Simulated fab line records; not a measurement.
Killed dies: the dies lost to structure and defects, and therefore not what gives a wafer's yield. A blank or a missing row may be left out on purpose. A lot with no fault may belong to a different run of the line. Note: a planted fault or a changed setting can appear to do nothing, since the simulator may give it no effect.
Which tool was responsible? :: flow n5 finfet :: 12 lots, 36 wafers sampled, at 2 steps of a route of 1938

== WHAT THE GAUGES READ, wafer by wafer ==
N5_BEOL_M10_INSPECT_58: inspects for defects (darkfield).
lot: L074
measured: day 10 17:04
on: defect inspect-01
raw defect count: 59 66 62

lot: L077
measured: day 11 10:29
on: defect inspect-01
raw defect count: 67 65 53

lot: L081
measured: day 11 14:35
on: defect inspect-01
raw defect count: 54 74 73

lot: L080
measured: day 11 21:23
on: defect inspect-01
raw defect count: 48 93 89

lot: L084
measured: day 12 20:38
on: defect inspect-02
raw defect count: 54 51 45

lot: L085
measured: day 12 23:57
on: defect inspect-02
raw defect count: 32 47 59

lot: L087
measured: day 13 12:24
on: defect inspect-02
raw defect count: 44 47 50

lot: L088
measured: day 13 19:47
on: defect inspect-02
raw defect count: 79 34 89

lot: L091
measured: day 14 06:39
on: defect inspect-01
raw defect count: 89 120 105

lot: L092
measured: day 15 03:31
on: defect inspect-01
raw defect count: 52 108 82

lot: L094
measured: day 15 12:16
on: defect inspect-02
raw defect count: 72 58 56

lot: L097
measured: day 15 17:40
on: defect inspect-02
raw defect count: 97 119 62

== WHAT TOOL EACH LOT RAN ON (gives the tool, then ch and the chambers of the sampled wafers, and finally the start) ==
lot: L074
N5_BEOL_M10_TRENCH_ETCH_37: rie diel-06 ch 1,2, day 10 17:04 or earlier

lot: L077
N5_BEOL_M10_TRENCH_ETCH_37: rie diel-06 ch 0,3, day 11 10:29 or earlier

lot: L081
N5_BEOL_M10_TRENCH_ETCH_37: rie diel-06 ch 1,3, day 11 14:35 or earlier

lot: L080
N5_BEOL_M10_TRENCH_ETCH_37: rie diel-04 ch 0,1,3, day 11 21:23 or earlier

lot: L084
N5_BEOL_M10_TRENCH_ETCH_37: rie diel-06 ch 1,2,3, day 12 20:38 or earlier

lot: L085
N5_BEOL_M10_TRENCH_ETCH_37: rie diel-04 ch 0,1,3, day 12 23:57 or earlier

lot: L087
N5_BEOL_M10_TRENCH_ETCH_37: rie diel-05 ch 0,1, day 13 12:24 or earlier

lot: L088
N5_BEOL_M10_TRENCH_ETCH_37: rie diel-04 ch 2,3, day 13 19:47 or earlier

lot: L091
N5_BEOL_M10_TRENCH_ETCH_37: rie diel-05 ch 1,2, day 14 06:39 or earlier

lot: L092
N5_BEOL_M10_TRENCH_ETCH_37: rie diel-04 ch 0,1, day 15 03:31 or earlier

lot: L094
N5_BEOL_M10_TRENCH_ETCH_37: rie diel-04 ch 0,1,3, day 15 12:16 or earlier

lot: L097
N5_BEOL_M10_TRENCH_ETCH_37: rie diel-05 ch 1,2, day 15 17:40 or earlier
- N5_BEOL_M10_TRENCH_ETCH_37: etches SiCOH lowk in C4F6/O2, target depth 148.83 nm, time 48 s.

== THE ANSWER, worked out from the rows above alone ==
Rule: what is usual is taken from the lots themselves. Put in order of their means at a reading, lots are off if they are a third of the lots or fewer, leave a main group of 4 or more, and stand apart from it by a gap of 3 or more times the standard deviation of the main group's means; of several such gaps the widest counts. Not used: any main group whose means are identical at the precision the tables above print for the reading. Also off: a lot with no number at a reading for which 4 or more lots have one. All remaining lots with rows at the step are treated as sound.
Nothing can be told from this: no lot is off at any reading shown.

== WHAT THE SIMULATOR PUT IN ==
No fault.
